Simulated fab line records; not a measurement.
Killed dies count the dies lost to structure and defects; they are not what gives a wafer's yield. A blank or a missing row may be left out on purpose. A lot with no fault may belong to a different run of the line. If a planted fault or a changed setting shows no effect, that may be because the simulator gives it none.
Chamber matching ; flow nandHarc ; 4 sister chambers for NHARC_A_ZERO_WELL_DESCUM_12 on rieDiel-13
The step chemistry O2, time 3 s. 4 wafers are shown with their chamber, then 7 later ones without.

## EACH WAFER AND ITS CHAMBER
wafer;chamber;oesProductAu (a.u.)
L890.4;2;0.991
L891.1;0;1.005
L897.1;3;1.007
L897.3;1;1.023

## WAFERS MISSING THEIR CHAMBER
wafer;oesProductAu (a.u.)
L897.4;1.026
L901.1;1.017
L901.2;1.013
L901.4;1.028
L906.1;0.991
L906.5;0.993
L906.6;1.011

## EACH ONE'S CHAMBER
wafer;from the rows above;in truth
L897.4;1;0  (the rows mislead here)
L901.1;can't be placed: 1 or 3 or 0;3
L901.2;can't be placed: 3 or 0 or 1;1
L901.4;1;1
L906.1;2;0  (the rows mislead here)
L906.5;2;2
L906.6;can't be placed: 3 or 0 or 1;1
Correctly placed: 2 of 7. These rows do not allow placing 3 (true chamber among the candidates in 3). 2 placed wrongly.
How it was worked out, from the rows above alone: a wafer's distance from a chamber is the root of the sum, over the readings, of the square of ((its reading less the chamber's mean) divided by the reading's scatter). The wafer belongs to the nearest chamber; if the next one is less than 2 further off, it can't be placed. Each chamber's mean is taken over the wafers shown for it. The scatter: with one shown wafer a chamber, the root of the mean of the squares of how far each hidden wafer lies from its nearest shown one.
